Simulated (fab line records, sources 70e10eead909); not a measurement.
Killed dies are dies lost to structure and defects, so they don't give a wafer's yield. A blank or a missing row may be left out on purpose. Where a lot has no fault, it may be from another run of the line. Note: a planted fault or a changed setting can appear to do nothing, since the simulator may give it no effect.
Chamber matching -- flow nandHarc -- pecvd-04 running NHARC_A_CONTACT_DEP_29: 3 sister chambers
The step deposits SiON, target thk 70 nm. 3 wafers are shown with their chamber, then 8 later ones without.

== WAFERS WITH THEIR CHAMBER ==
wafer,chamber,heaterPowerW (W)
L086.4,1,995
L086.6,2,675
L096.2,0,539

== WAFERS WITHOUT THEIR CHAMBER ==
wafer,heaterPowerW (W)
L096.4,949
L096.5,605
L095.1,629
L095.2,973
L095.6,971
L097.1,584
L097.3,673
L097.6,580

== THE CHAMBER EACH PASSED THROUGH ==
wafer,from the rows above,in truth
L096.4,1,1
L096.5,can't be placed: 0 or 2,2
L095.1,can't be placed: 2 or 0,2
L095.2,1,1
L095.6,1,1
L097.1,can't be placed: 0 or 2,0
L097.3,2,2
L097.6,can't be placed: 0 or 2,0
Correct placement for 4 of the 8. Unplaceable from these rows: 4, with the true chamber sitting among the candidates in 4. Placed wrongly: 0.
How it was worked out, from the rows above alone: a wafer's distance from a chamber is the root of the sum, over the readings, of the square of ((its reading less the chamber's mean) divided by the reading's scatter). If the next closest chamber is less than 2 further off than the closest, the wafer can't be placed; otherwise it belongs to the closest. A chamber's mean is the mean of its shown wafers. The scatter: with one shown wafer a chamber, the root of the mean of the squares of how far each hidden wafer lies from its nearest shown one.
